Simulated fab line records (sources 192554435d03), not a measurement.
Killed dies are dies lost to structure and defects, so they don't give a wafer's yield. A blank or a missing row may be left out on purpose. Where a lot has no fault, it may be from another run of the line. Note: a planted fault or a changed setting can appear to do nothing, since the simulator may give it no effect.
fab line records	flow n5Finfet
record lots=10	wafers=30	lastDay=17
route steps=1938 shown WELL_APT@29 PMOS_HMC_CHANNEL_EPI@67 BEOL_M4@1111 PASSIVATION@1936
lots untouched by any fault: they come from a run of this same line in which no faults occurred
startH: the number of hours between the record's first day and the start of the first shown wafer of the lot	waitH: how many hours have passed since the lot's step before this one	" identical to the entry in the row above	L1.1+2: a row that stands for several wafers	- no value present, or no start provided	* or withheld: withheld	< > ~ a bound
route shown NAME@n: a module of which the file shows steps, and the number in the route of the first	usual: average and standard deviation across the fault-free wafers	same: alike in all rows	chamber/n: place in a boat	sites: each site's reading	_std_site: standard deviation across them	_edge_site: mean of outer sites minus mean of inner sites	radiusMm: for every site, how far away it sits from the centre of the wafer	mask NAME#n: copy n	behind: tool/chamber where the wafer was last shaped	hold: reason for holding the lot/hours on hold/outcome of the hold	device: which transistor (n, p or np) failed to switch	end of line: tests of these same wafers at the route's end	a step given without rows: its recipe and nothing more	killed: dies lost to structure and defects at the first sort, not the wafer's yield	map: a wafer's dies, x killed, . not, _ none there
set.NAME: setting as actually run; set.NAME@STEP: the setting as run at that earlier step	model.NAME: the simulator's own value behind a step, which no gauge read
steps of the route over a sample of lots; a table a step, a row a wafer
services: the hour from which a tool's chamber was out of use, counted from the record's first day as startH (under 0 if before that day), plus the number of hours and why
## steps
# step N5_WELL_APT_OVL_MEAS_09
# recipe pointsPerWafer=44
# usual NWELL_OVL=-3/4.7
lot.wafer	tool	chamber	startH	waitH	NWELL_OVL[nm]
L319.4	overlay-02	0	43.84	0.0	-6
L319.5	"	0	"	"	-2
L319.6	"	0	"	"	-8
L322.2	overlay-02	0	61.75	0.0	2
L322.3	"	0	"	"	3
L322.6	"	0	"	"	6
L323.1	overlay-01	0	67.75	0.0	-2
L323.2	"	0	"	"	-5
L323.6	"	0	"	"	-9
L324.1	overlay-02	0	73.59	0.0	-8
L324.2	"	0	"	"	-6
L324.4	"	0	"	"	-5
L328.1	overlay-01	0	97.92	0.0	-9
L328.2	"	0	"	"	-4
L328.3	"	0	"	"	-3
L331.3	overlay-02	0	115.76	0.0	-2
L331.4	"	0	"	"	-1
L331.6	"	0	"	"	-1
L332.1	overlay-01	0	121.92	0.0	0
L332.3	"	0	"	"	-4
L332.6	"	0	"	"	-7
L334.1	overlay-02	0	133.71	0.0	-1
L334.2	"	0	"	"	0
L334.3	"	0	"	"	-1
L335.2	overlay-02	0	139.79	0.0	-1
L335.3	"	0	"	"	-7
L335.6	"	0	"	"	-8
L337.3	overlay-01	0	151.97	0.0	-5
L337.4	"	0	"	"	-8
L337.6	"	0	"	"	-12
# step N5_WELL_APT_IMPLANT_14
# recipe species=P	energyKev=160	doseCm2=1.5e+13	tiltDeg=0	rotationDeg=0
# usual beamEnergyKeV=160.00/0.051	beamOnS=9.97/0.2	tiltDeg=-0.003/0.018
lot.wafer	tool	chamber	startH	waitH	beamEnergyKeV	beamOnS	tiltDeg
L319.4	implanter-02	0	44.21	0.2	160.07	9.82	0.003
L319.5	"	0	"	"	160.06	9.74	-0.012
L319.6	"	0	"	"	160.09	9.64	-0.019
L322.2	implanter-01	-	61.94	0.1	-	-	-
L322.3	"	-	"	"	-	-	-
L322.6	"	-	"	"	-	-	-
L323.1	implanter-01	-	67.90	0.1	-	-	-
L323.2	"	-	"	"	-	-	-
L323.6	"	-	"	"	-	-	-
L324.1	implanter-02	-	73.97	0.1	-	-	-
L324.2	"	-	"	"	-	-	-
L324.4	"	-	"	"	-	-	-
L328.1	implanter-02	0	98.32	0.1	159.97	9.79	-0.009
L328.2	"	0	"	"	159.94	9.96	0.008
L328.3	"	0	"	"	159.91	10.03	0.007
L331.3	implanter-01	0	115.97	0.1	160.01	10.33	-0.041
L331.4	"	0	"	"	160.13	9.77	0.003
L331.6	"	0	"	"	159.98	9.79	0.006
L332.1	implanter-02	0	122.44	0.1	160.07	9.96	-0.026
L332.3	"	0	"	"	160.03	9.96	0.009
L332.6	"	0	"	"	160.11	9.97	-0.013
L334.1	implanter-02	0	134.16	0.1	159.98	9.92	0.006
L334.2	"	0	"	"	159.96	10.06	-0.002
L334.3	"	0	"	"	159.97	9.69	-0.021
L335.2	implanter-01	0	139.97	0.1	159.93	9.92	0.026
L335.3	"	0	"	"	160.03	9.93	0.022
L335.6	"	0	"	"	159.99	10.16	0.008
L337.3	implanter-01	0	152.18	0.1	160.07	10.47	0.002
L337.4	"	0	"	"	159.99	9.90	0.014
L337.6	"	0	"	"	159.98	10.22	0.003
# step N5_WELL_APT_RTA_34
# recipe tempC=1000	timeS=10	ambient=N2	idleTempC=600	rampUpCPerS=150	rampDownCPerS=60	coolToC=600
# usual lampPowerPct=13.00/0.061	wafer_temp_C_max=1003.7/1
lot.wafer	tool	chamber	startH	waitH	lampPowerPct	wafer_temp_C_max
L319.4	rtpAnneal-02	0	46.01	0.1	12.93	1003.2
L319.5	"	0	"	"	13.04	1005.0
L319.6	"	0	"	"	12.98	1003.2
L322.2	rtpAnneal-01	0	63.74	0.0	12.96	1004.1
L322.3	"	0	"	"	13.12	1002.7
L322.6	"	0	"	"	13.08	1005.4
L323.1	rtpAnneal-02	0	69.79	0.1	12.91	1003.4
L323.2	"	0	"	"	13.01	1002.8
L323.6	"	0	"	"	13.01	1002.0
L324.1	rtpAnneal-01	0	75.89	0.0	13.02	1001.9
L324.2	"	0	"	"	12.98	1004.2
L324.4	"	0	"	"	12.99	1004.6
L328.1	rtpAnneal-01	0	100.25	0.0	13.09	1003.9
L328.2	"	0	"	"	12.99	1003.1
L328.3	"	0	"	"	13.05	1004.8
L331.3	rtpAnneal-01	0	117.86	0.1	12.90	1003.9
L331.4	"	0	"	"	12.93	1005.0
L331.6	"	0	"	"	13.05	1003.5
L332.1	rtpAnneal-01	0	124.42	0.0	13.03	1002.2
L332.3	"	0	"	"	13.01	1004.8
L332.6	"	0	"	"	13.04	1002.5
L334.1	rtpAnneal-02	0	135.96	0.0	12.99	1003.6
L334.2	"	0	"	"	12.96	1002.4
L334.3	"	0	"	"	12.95	1003.9
L335.2	rtpAnneal-01	0	142.00	0.3	13.03	1004.1
L335.3	"	0	"	"	12.97	1003.4
L335.6	"	0	"	"	12.97	1005.1
L337.3	rtpAnneal-02	0	154.08	0.1	12.90	1003.1
L337.4	"	0	"	"	13.09	1005.0
L337.6	"	0	"	"	13.03	1003.3
# step N5_PMOS_HMC_CHANNEL_EPI_INSPECT_11
# recipe mode=adi	inspectInstrument=macro
# usual rawDefectCount=2.2/1.5
lot.wafer	tool	chamber	startH	waitH	rawDefectCount
L319.4	defectInspect-01	-	47.40	0.0	2
L319.5	"	-	"	"	2
L319.6	"	-	"	"	5
L322.2	defectInspect-01	-	65.11	0.0	3
L322.3	"	-	"	"	4
L322.6	"	-	"	"	1
L323.1	defectInspect-02	-	71.41	0.1	0
L323.2	"	-	"	"	0
L323.6	"	-	"	"	1
L324.1	defectInspect-01	-	77.34	0.0	1
L324.2	"	-	"	"	7
L324.4	"	-	"	"	0
L328.1	defectInspect-02	-	101.63	0.0	1
L328.2	"	-	"	"	3
L328.3	"	-	"	"	1
L331.3	defectInspect-02	-	119.20	0.0	1
L331.4	"	-	"	"	3
L331.6	"	-	"	"	5
L332.1	defectInspect-01	-	125.81	0.0	2
L332.3	"	-	"	"	3
L332.6	"	-	"	"	1
L334.1	defectInspect-01	-	137.54	0.0	7
L334.2	"	-	"	"	1
L334.3	"	-	"	"	2
L335.2	defectInspect-02	-	143.35	0.0	4
L335.3	"	-	"	"	3
L335.6	"	-	"	"	3
L337.3	defectInspect-02	-	155.41	0.0	2
L337.4	"	-	"	"	2
L337.6	"	-	"	"	3
# step N5_BEOL_M4_RC_MEAS_101
# usual DIBL_N=36.4/1.5	DIBL_P=36.4/1.6	IOFF_N=0.164/0.025	IOFF_P=0.214/0.028	IOFF_P_85C=3.7/0.41	IOFF_P_LIN=0.101/0.011	IOFF_P_LONG=0.000104/7.3e-06	ION_N=675/9.9	ION_P=463/6.5	RS_NWELL=1037/6.9	SS_N=71.5/0.5	SS_P=73.3/0.56	VT_N=249.2/2.7	VT_P=-250.1/2.8
lot.wafer	tool	chamber	startH	waitH	DIBL_N[mV/V]	DIBL_P[mV/V]	IOFF_N[nA/um]	IOFF_P[nA/um]	IOFF_P_85C[nA/um]	IOFF_P_LIN[nA/um]	IOFF_P_LONG[nA/um]	ION_N[uA/um]	ION_P[uA/um]	RS_NWELL[ohm/sq]	SS_N[mV/dec]	SS_P[mV/dec]	VT_N[mV]	VT_P[mV]
L319.4	prober-01	0	195.83	0.5	36.7	33.8	0.152	0.187	3.3	0.091	0.000113	670	459	1042	71.3	72.3	250.7	-252.1
L319.5	"	0	"	"	38.0	35.8	0.176	0.214	3.7	0.100	0.00011	691	470	1038	71.4	74.1	247.4	-250.6
L319.6	"	0	"	"	37.8	35.7	0.173	0.210	3.7	0.101	0.000109	678	457	1038	72.0	73.6	246.8	-251.4
L322.2	prober-01	0	213.79	0.2	35.3	38.5	0.150	1.099	19.5	0.541	1.0924	665	468	-	71.6	73.5	251.1	-244.9
L322.3	"	0	"	"	35.9	37.9	0.158	1.159	20.8	0.566	1.1669	671	469	-	71.8	74.0	251.9	-246.6
L322.6	"	0	"	"	35.8	37.8	0.153	1.135	20.2	0.548	1.1352	669	462	-	71.8	73.8	252.0	-245.0
L323.1	prober-01	0	216.73	0.4	38.2	35.8	0.172	1.270	21.9	0.609	1.3189	674	459	-	72.2	73.0	249.4	-249.3
L323.2	"	0	"	"	38.7	36.1	0.184	1.253	21.3	0.590	1.2721	681	470	-	72.0	73.4	246.6	-247.6
L323.6	"	0	"	"	38.6	36.6	0.187	1.326	22.7	0.634	1.355	675	465	-	71.8	73.6	245.5	-248.3
L324.1	prober-01	0	219.04	0.0	36.6	35.7	0.166	1.204	20.3	0.560	1.2298	669	464	-	70.9	73.8	247.2	-249.2
L324.2	"	0	"	"	36.8	35.6	0.178	1.124	19.0	0.526	1.1362	674	465	-	71.5	73.2	247.5	-249.1
L324.4	"	0	"	"	37.5	36.3	0.184	1.150	19.5	0.532	1.1653	681	456	-	72.0	73.2	246.3	-250.4
L328.1	prober-01	0	243.32	0.0	37.4	38.4	0.186	0.244	4.0	0.111	0.000113	676	466	1040	71.7	73.3	248.0	-251.3
L328.2	"	0	"	"	37.2	38.6	0.181	0.239	4.0	0.111	0.000113	677	464	1043	71.7	73.4	249.7	-250.6
L328.3	"	0	"	"	37.9	38.8	0.203	0.244	4.1	0.111	0.000108	679	458	1032	72.0	73.5	248.6	-246.8
L331.3	prober-01	0	272.41	0.3	37.9	38.7	0.222	0.244	4.2	0.110	9.9e-05	696	468	1035	72.3	73.6	246.7	-248.5
L331.4	"	0	"	"	36.9	37.5	0.207	0.225	3.9	0.105	0.0001	697	468	1041	71.7	74.4	245.8	-249.9
L331.6	"	0	"	"	38.5	39.4	0.247	0.256	4.4	0.115	9.8e-05	703	469	1033	71.3	74.2	242.5	-246.1
L332.1	prober-02	0	276.77	0.0	36.6	36.1	0.169	0.222	3.8	0.103	0.000105	680	464	1045	72.2	74.0	246.4	-247.6
L332.3	"	0	"	"	37.7	37.9	0.189	0.250	4.2	0.113	0.000108	681	469	1038	71.9	73.8	244.4	-248.1
L332.6	"	0	"	"	36.6	36.4	0.160	0.222	3.8	0.102	0.000107	669	469	1046	72.1	74.0	248.8	-249.1
L334.1	prober-01	0	288.38	0.0	37.0	37.4	0.161	0.218	3.8	0.100	0.000101	674	463	1028	71.5	73.1	247.9	-252.6
L334.2	"	0	"	"	36.1	36.9	0.150	0.207	3.6	0.095	0.0001	677	464	1025	72.0	72.8	247.4	-249.7
L334.3	"	0	"	"	36.7	37.4	0.152	0.208	3.6	0.096	0.000104	669	464	1032	71.9	73.1	248.8	-250.3
L335.2	prober-02	0	291.64	0.2	35.1	34.9	0.159	0.175	3.1	0.090	9.9e-05	681	458	1043	71.7	73.1	250.2	-254.8
L335.3	"	0	"	"	34.7	34.4	0.146	0.169	3.0	0.086	0.000102	674	457	1040	71.1	73.1	249.3	-252.5
L335.6	"	0	"	"	35.5	35.5	0.157	0.187	3.3	0.094	0.000103	667	455	1036	71.8	72.9	249.2	-254.0
L337.3	prober-02	0	303.39	0.3	37.4	37.1	0.184	0.225	4.0	0.108	0.000105	675	464	1022	71.4	73.8	246.9	-250.5
L337.4	"	0	"	"	36.6	36.1	0.164	0.212	3.7	0.099	0.000104	674	457	1031	71.6	73.7	251.0	-251.4
L337.6	"	0	"	"	37.8	36.8	0.174	0.218	3.8	0.103	0.000104	678	459	1039	71.2	74.1	249.6	-249.9
# step N5_PASSIVATION_PROBE_49
# usual defectLimitedYield=91.1/1.4	killed_at_M0_to_M3=35/8.7	killed_at_M4_up=14/5.3	killedAtContacts=12/6.2	killedAtFrontEnd=41/12	killedAtOther=3.4/2.6	killedDies=105/16	killedOnRim=14/3.8	killedOpen=67/13	killedShort=36/7.3	sort_bin_4_leakage=0/0	sort_bin_5_function=5.2/0.96	sort_bin_6_memory=3.3/0.6	sortNPass=1075/16	sortYieldPct=91.1/1.4
# same grossDies=1180	killedAtBackSide=0	sort_bin_8_speed[%]=0
lot.wafer	tool	chamber	startH	waitH	defectLimitedYield[%]	killed_at_M0_to_M3	killed_at_M4_up	killedAtContacts	killedAtFrontEnd	killedAtOther	killedDies	killedOnRim	killedOpen	killedShort	sort_bin_4_leakage[%]	sort_bin_5_function[%]	sort_bin_6_memory[%]	sortNPass	sortYieldPct[%]
L319.4	prober-01	-	290.67	0.4	90.7	45	16	9	39	1	110	19	78	32	0	5.9	3.1	1070	90.7
L319.5	prober-01	-	290.72	0.4	90.7	41	10	7	52	0	110	14	66	41	0	5.7	3.1	1070	90.7
L319.6	prober-01	-	290.77	0.5	88.5	47	6	10	68	5	136	11	92	42	0	6.8	4.3	1044	88.5
L323.1	prober-02	-	317.92	0.0	88.6	41	24	22	45	2	134	16	83	50	88.64	7.2	3.7	0	0
L323.2	prober-02	-	317.97	0.1	91.0	36	18	18	29	5	106	14	78	27	91.02	5.5	3.4	0	0
L323.6	prober-02	-	318.17	0.3	90.3	51	9	18	37	0	115	21	69	46	90.25	5.3	4.1	0	0
L322.2	prober-01	-	318.68	0.1	92.1	23	15	12	39	4	93	13	60	30	91.86	4.7	3.0	3	0.3
L322.3	prober-01	-	318.73	0.1	92.9	25	12	9	35	3	84	9	48	32	92.71	3.4	3.5	2	0.2
L322.6	prober-01	-	318.88	0.3	93.1	27	15	9	29	1	81	11	49	32	93.05	3.7	3.1	1	0.1
L324.1	prober-02	-	321.42	0.0	92.9	17	16	9	41	1	84	14	50	33	92.88	4.1	2.9	0	0
L324.2	prober-02	-	321.47	0.1	91.9	36	6	11	42	0	95	17	57	38	91.86	4.4	3.3	1	0.1
L324.4	prober-02	-	321.57	0.2	91.4	35	9	5	49	4	102	11	69	32	91.19	5.1	3.1	2	0.2
L328.1	prober-02	-	346.53	0.3	90.6	31	12	17	42	9	111	11	78	31	0	5.8	3.1	1069	90.6
L328.2	prober-02	-	346.58	0.3	91.2	39	20	10	21	14	104	19	65	38	0	5.5	2.9	1076	91.2
L328.3	prober-02	-	346.63	0.4	92.4	26	20	10	29	5	90	7	59	30	0	4.6	2.8	1090	92.4
L331.3	prober-01	-	372.34	0.1	91.6	33	22	16	27	1	99	14	60	36	0	4.9	3.2	1081	91.6
L331.4	prober-01	-	372.39	0.2	93.8	26	22	4	21	0	73	10	42	30	0	3.3	2.7	1107	93.8
L331.6	prober-01	-	372.49	0.3	94.2	25	18	3	20	2	68	9	48	18	0	3.2	2.3	1112	94.2
L332.1	prober-02	-	385.48	0.0	90.8	41	17	10	37	3	108	20	67	40	0	4.6	4.3	1072	90.8
L332.3	prober-02	-	385.58	0.1	90.8	30	14	16	41	8	109	11	63	42	0	5.5	3.1	1071	90.8
L332.6	prober-02	-	385.73	0.3	93.1	18	14	8	33	8	81	8	54	25	0	3.9	2.3	1099	93.1
L334.1	prober-01	-	398.14	0.0	90.5	33	23	20	32	4	112	10	72	40	0	5.3	3.9	1068	90.5
L334.2	prober-01	-	398.19	0.1	88.1	54	15	15	53	3	140	20	99	41	0	6.9	4.5	1040	88.1
L334.3	prober-01	-	398.24	0.1	91.5	37	16	19	25	3	100	10	69	30	0	5.4	3.0	1080	91.5
L335.2	prober-01	-	402.41	0.1	91.4	46	9	9	32	5	101	18	58	40	0	4.9	3.3	1079	91.4
L335.3	prober-01	-	402.46	0.1	91.1	45	18	10	26	6	105	16	72	31	0	5.0	3.3	1075	91.1
L335.6	prober-01	-	402.61	0.3	90.6	49	14	9	31	8	111	16	62	46	0	5.8	3.6	1069	90.6
L337.3	prober-01	-	410.74	0.1	89.9	32	15	26	46	0	119	11	80	38	0	5.3	4.4	1061	89.9
L337.4	prober-01	-	410.79	0.2	90.9	45	9	25	27	1	107	10	70	36	0	5.7	3.3	1073	90.9
L337.6	prober-01	-	410.89	0.3	92.0	21	16	23	33	1	94	10	56	36	0	4.6	3.2	1086	92.0
# killed by level:class
L319.4 BEOL_M1:geometricParticle:open=14 FIN_SAQP:geometricParticle:open=11 BEOL_M2:geometricParticle:open=10 FIN_SAQP:geometricParticle:short=9 BEOL_M3:geometricParticle:open=8 MOL_CONTACT_COAG:geometricParticle:open=7 GATE_CUT:geometricParticle:short=5 BEOL_M5:geometricParticle:open=5
L319.5 FIN_SAQP:geometricParticle:open=19 FIN_SAQP:geometricParticle:short=14 BEOL_M0_SAQP:geometricParticle:open=8 GATE_CUT:geometricParticle:short=6 MOL_CONTACT_COAG:geometricParticle:open=6 BEOL_M0_SAQP:geometricParticle:short=6 BEOL_M1:geometricParticle:open=6 BEOL_M2:geometricParticle:open=5
L319.6 FIN_SAQP:geometricParticle:open=23 BEOL_M0_SAQP:geometricParticle:open=20 FIN_SAQP:geometricParticle:short=17 STI_FIN_REVEAL:geometricParticle:open=15 BEOL_M0_SAQP:geometricParticle:short=11 BEOL_M3:geometricParticle:open=8 BEOL_M1:geometricParticle:open=7 MOL_CONTACT_COAG:geometricParticle:short=5
L323.1 MOL_CONTACT_COAG:geometricParticle:open=15 FIN_SAQP:geometricParticle:short=13 BEOL_M4:geometricParticle:open=12 BEOL_M0_SAQP:geometricParticle:open=9 BEOL_M3:geometricParticle:open=9 GATE_CUT:geometricParticle:short=7 MOL_CONTACT_COAG:geometricParticle:short=7 BEOL_M0_SAQP:geometricParticle:short=7
L323.2 FIN_SAQP:geometricParticle:open=13 BEOL_M4:geometricParticle:open=12 MOL_CONTACT_COAG:geometricParticle:open=12 BEOL_M0_SAQP:geometricParticle:open=9 BEOL_M1:geometricParticle:open=7 BEOL_M3:geometricParticle:open=7 MOL_CONTACT_COAG:geometricParticle:short=6 BEOL_M2:geometricParticle:open=6
L323.6 BEOL_M0_SAQP:geometricParticle:short=18 MOL_CONTACT_COAG:geometricParticle:open=11 BEOL_M0_SAQP:geometricParticle:open=10 FIN_SAQP:geometricParticle:open=8 MOL_CONTACT_COAG:geometricParticle:short=7 BEOL_M4:geometricParticle:open=7 FIN_SAQP:geometricParticle:short=5 DUMMY_GATE:geometricParticle:open=5
L322.2 MOL_CONTACT_COAG:geometricParticle:open=10 BEOL_M2:geometricParticle:open=10 FIN_SAQP:geometricParticle:short=6 DUMMY_GATE:geometricParticle:open=6 BEOL_M4:geometricParticle:open=5 FIN_SAQP:geometricParticle:open=4 STI_FIN_REVEAL:geometricParticle:open=4 STARTING-WAFER:geometricParticle:open=4
L322.3 FIN_SAQP:geometricParticle:short=8 FIN_SAQP:geometricParticle:open=8 MOL_CONTACT_COAG:geometricParticle:open=8 BEOL_M3:geometricParticle:short=6 STI_FIN_REVEAL:geometricParticle:open=5 BEOL_M0_SAQP:geometricParticle:open=5 BEOL_M2:geometricParticle:open=5 DUMMY_GATE:geometricParticle:open=4
L322.6 BEOL_M1:geometricParticle:open=10 FIN_SAQP:geometricParticle:open=8 FIN_SAQP:geometricParticle:short=7 MOL_CONTACT_COAG:geometricParticle:open=7 BEOL_M4:geometricParticle:open=6 BEOL_M0_SAQP:geometricParticle:short=4 STI_FIN_REVEAL:geometricParticle:open=3 GATE_CUT:geometricParticle:short=3
L324.1 STI_FIN_REVEAL:geometricParticle:open=14 FIN_SAQP:geometricParticle:short=8 MOL_CONTACT_COAG:geometricParticle:open=6 BEOL_M0_SAQP:geometricParticle:short=6 BEOL_M4:geometricParticle:open=5 FIN_SAQP:geometricParticle:open=4 DUMMY_GATE:geometricParticle:open=4 BEOL_M0_SAQP:geometricParticle:open=4
L324.2 BEOL_M0_SAQP:geometricParticle:open=12 FIN_SAQP:geometricParticle:short=11 STI_FIN_REVEAL:geometricParticle:open=8 MOL_CONTACT_COAG:geometricParticle:open=7 ILD0:geometricParticle:short=6 BEOL_M0_SAQP:geometricParticle:short=6 BEOL_M1:geometricParticle:open=6 GATE_CUT:geometricParticle:short=5
L324.4 STI_FIN_REVEAL:geometricParticle:open=16 BEOL_M1:geometricParticle:open=9 FIN_SAQP:geometricParticle:short=8 BEOL_M0_SAQP:geometricParticle:open=8 FIN_SAQP:geometricParticle:open=6 BEOL_M0_SAQP:geometricParticle:short=6 BEOL_M2:geometricParticle:open=6 DUMMY_GATE:geometricParticle:open=5
L328.1 MOL_CONTACT_COAG:geometricParticle:open=15 STI_FIN_REVEAL:geometricParticle:open=11 BEOL_M0_SAQP:geometricParticle:short=10 BEOL_M0_SAQP:geometricParticle:open=9 FIN_SAQP:geometricParticle:open=8 GATE_CUT:geometricParticle:short=7 BEOL_M2:geometricParticle:open=5 MIM_BOT:geometricParticle:open=5
L328.2 BEOL_M0_SAQP:geometricParticle:short=10 MOL_CONTACT_COAG:geometricParticle:open=9 BEOL_M4:geometricParticle:open=9 BEOL_M0_SAQP:geometricParticle:open=8 GATE_CUT:geometricParticle:short=7 BEOL_M2:geometricParticle:open=7 STI_FIN_REVEAL:geometricParticle:open=5 BEOL_M1:geometricParticle:short=4
L328.3 BEOL_M0_SAQP:geometricParticle:short=11 STI_FIN_REVEAL:geometricParticle:open=10 MOL_CONTACT_COAG:geometricParticle:open=8 BEOL_M0_SAQP:geometricParticle:open=8 BEOL_M4:geometricParticle:open=8 FIN_SAQP:geometricParticle:open=4 FIN_SAQP:geometricParticle:short=3 STI_FIN_REVEAL:geometricParticle:short=3
L331.3 BEOL_M2:geometricParticle:open=11 MOL_CONTACT_COAG:geometricParticle:open=10 FIN_SAQP:geometricParticle:short=6 GATE_CUT:geometricParticle:short=5 MOL_CONTACT_COAG:geometricParticle:short=5 BEOL_M0_SAQP:geometricParticle:short=5 BEOL_M6:geometricParticle:open=5 GATE_CUT:geometricParticle:open=4
L331.4 FIN_SAQP:geometricParticle:short=8 BEOL_M4:geometricParticle:short=7 BEOL_M0_SAQP:geometricParticle:short=5 BEOL_M0:geometricParticle:open=5 BEOL_M1:geometricParticle:open=5 BEOL_M4:geometricParticle:open=5 GATE_CUT:geometricParticle:short=4 MOL_CONTACT_COAG:geometricParticle:open=4
L331.6 BEOL_M0_SAQP:geometricParticle:open=6 BEOL_M2:geometricParticle:open=6 DUMMY_GATE:geometricParticle:open=4 GATE_CUT:geometricParticle:short=4 BEOL_M5:geometricParticle:open=4 FIN_SAQP:geometricParticle:open=3 BEOL_M0:geometricParticle:open=3 BEOL_M3:geometricParticle:open=3
L332.1 BEOL_M0_SAQP:geometricParticle:open=11 BEOL_M0_SAQP:geometricParticle:short=9 STI_FIN_REVEAL:geometricParticle:open=8 FIN_SAQP:geometricParticle:short=7 MOL_CONTACT_COAG:geometricParticle:open=7 BEOL_M2:geometricParticle:open=7 FIN_SAQP:geometricParticle:open=5 STARTING-WAFER:geometricParticle:open=5
L332.3 MOL_CONTACT_COAG:geometricParticle:open=11 BEOL_M0_SAQP:geometricParticle:short=10 FIN_SAQP:geometricParticle:short=8 STI_FIN_REVEAL:geometricParticle:open=7 FIN_SAQP:geometricParticle:open=6 BEOL_M1:geometricParticle:open=6 GATE_CUT:geometricParticle:short=5 MOL_CONTACT_COAG:geometricParticle:short=5
L332.6 FIN_SAQP:geometricParticle:open=11 MOL_CONTACT_COAG:geometricParticle:open=6 BEOL_M0_SAQP:geometricParticle:open=5 BEOL_M4:geometricParticle:open=5 FIN_SAQP:geometricParticle:short=4 BEOL_M5:geometricParticle:open=4 GATE_CUT:geometricParticle:open=4 GATE_CUT:geometricParticle:short=4
L334.1 MOL_CONTACT_COAG:geometricParticle:open=17 BEOL_M4:geometricParticle:open=17 BEOL_M0_SAQP:geometricParticle:short=11 FIN_SAQP:geometricParticle:short=6 BEOL_M0_SAQP:geometricParticle:open=6 BEOL_M3:geometricParticle:open=5 STI_FIN_REVEAL:geometricParticle:open=4 ILD0:geometricParticle:short=4
L334.2 STI_FIN_REVEAL:geometricParticle:open=20 BEOL_M0_SAQP:geometricParticle:open=17 MOL_CONTACT_COAG:geometricParticle:open=14 BEOL_M0_SAQP:geometricParticle:short=14 BEOL_M3:geometricParticle:open=11 STI_FIN_REVEAL:geometricParticle:short=7 BEOL_M2:geometricParticle:open=6 BEOL_M4:geometricParticle:open=6
L334.3 MOL_CONTACT_COAG:geometricParticle:open=14 BEOL_M0_SAQP:geometricParticle:open=11 BEOL_M0_SAQP:geometricParticle:short=10 BEOL_M3:geometricParticle:open=9 STI_FIN_REVEAL:geometricParticle:open=8 BEOL_M4:geometricParticle:open=7 FIN_SAQP:geometricParticle:open=5 BEOL_M2:geometricParticle:open=5
L335.2 BEOL_M3:geometricParticle:open=11 MOL_CONTACT_COAG:geometricParticle:open=8 STI_FIN_REVEAL:geometricParticle:open=6 GATE_CUT:geometricParticle:short=6 BEOL_M0_SAQP:geometricParticle:open=6 FIN_SAQP:geometricParticle:open=5 BEOL_M1:geometricParticle:open=5 BEOL_M1:geometricParticle:short=4
L335.3 BEOL_M0_SAQP:geometricParticle:open=9 BEOL_M0_SAQP:geometricParticle:short=9 MOL_CONTACT_COAG:geometricParticle:open=8 FIN_SAQP:geometricParticle:open=7 BEOL_M1:geometricParticle:open=7 BEOL_M2:geometricParticle:open=7 BEOL_M4:geometricParticle:open=6 BEOL_M3:geometricParticle:open=5
L335.6 BEOL_M0_SAQP:geometricParticle:open=16 BEOL_M0_SAQP:geometricParticle:short=11 FIN_SAQP:geometricParticle:short=9 DUMMY_GATE:geometricParticle:open=8 MOL_CONTACT_COAG:geometricParticle:open=6 BEOL_M5:geometricParticle:open=6 BEOL_M3:geometricParticle:open=5 STI_FIN_REVEAL:geometricParticle:open=4
L337.3 MOL_CONTACT_COAG:geometricParticle:open=20 FIN_SAQP:geometricParticle:short=10 STI_FIN_REVEAL:geometricParticle:open=10 BEOL_M1:geometricParticle:open=7 FIN_SAQP:geometricParticle:open=6 GATE_CUT:geometricParticle:short=6 MOL_CONTACT_COAG:geometricParticle:short=6 BEOL_M0_SAQP:geometricParticle:open=6
L337.4 MOL_CONTACT_COAG:geometricParticle:open=18 BEOL_M0_SAQP:geometricParticle:open=10 GATE_CUT:geometricParticle:short=8 BEOL_M0_SAQP:geometricParticle:short=7 BEOL_M1:geometricParticle:open=7 BEOL_M2:geometricParticle:open=7 MOL_CONTACT_COAG:geometricParticle:short=6 BEOL_M3:geometricParticle:open=6
L337.6 MOL_CONTACT_COAG:geometricParticle:open=20 BEOL_M0_SAQP:geometricParticle:short=8 FIN_SAQP:geometricParticle:open=7 GATE_CUT:geometricParticle:short=6 FIN_SAQP:geometricParticle:short=5 BEOL_M1:geometricParticle:short=4 BEOL_M4:geometricParticle:open=4 STI_FIN_REVEAL:geometricParticle:open=3
## services
tool	chamber	startH	hours	kind
implanter-01	-	27.22	5.3	pm
implanter-02	-	27.54	2.3	repair
implanter-02	-	57.72	6.1	repair
implanter-01	-	89.64	1.1	repair
rtpAnneal-02	-	108.78	0.8	pm
## key
firstSign step=N5_WELL_APT_IMPLANT_14	reading=toolRecord	direction=missing
effect step=N5_BEOL_M4_RC_MEAS_101	reading=IOFF_P_LONG	direction=up	sigmas=99+	usual=0.000104	struck=1.208
effect step=N5_BEOL_M4_RC_MEAS_101	reading=IOFF_P_LIN	direction=up	sigmas=42	usual=0.101	struck=0.567
effect step=N5_BEOL_M4_RC_MEAS_101	reading=IOFF_P_85C	direction=up	sigmas=41	usual=3.7	struck=20.6
effect step=N5_BEOL_M4_RC_MEAS_101	reading=IOFF_P	direction=up	sigmas=34	usual=0.214	struck=1.191
effect step=N5_BEOL_M4_RC_MEAS_101	reading=RS_NWELL	direction=missing
effect step=N5_PASSIVATION_PROBE_49	reading=sort_bin_4_leakage	direction=up	sigmas=99+	usual=0	struck=91.50
metAt N5_WELL_APT_IMPLANT_14
struckLots L322,L323,L324
notActingAt N5_WELL_APT_OVL_MEAS_09,N5_WELL_APT_RTA_34,N5_PMOS_HMC_CHANNEL_EPI_INSPECT_11
onsetBetween 44.21 61.94
fault kind=skippedStepWhole	tool=implanter-01,implanter-02	chamber=-	onsetH=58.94	steps=N5_WELL_APT_IMPLANT_14	scope=struckLotsOnly
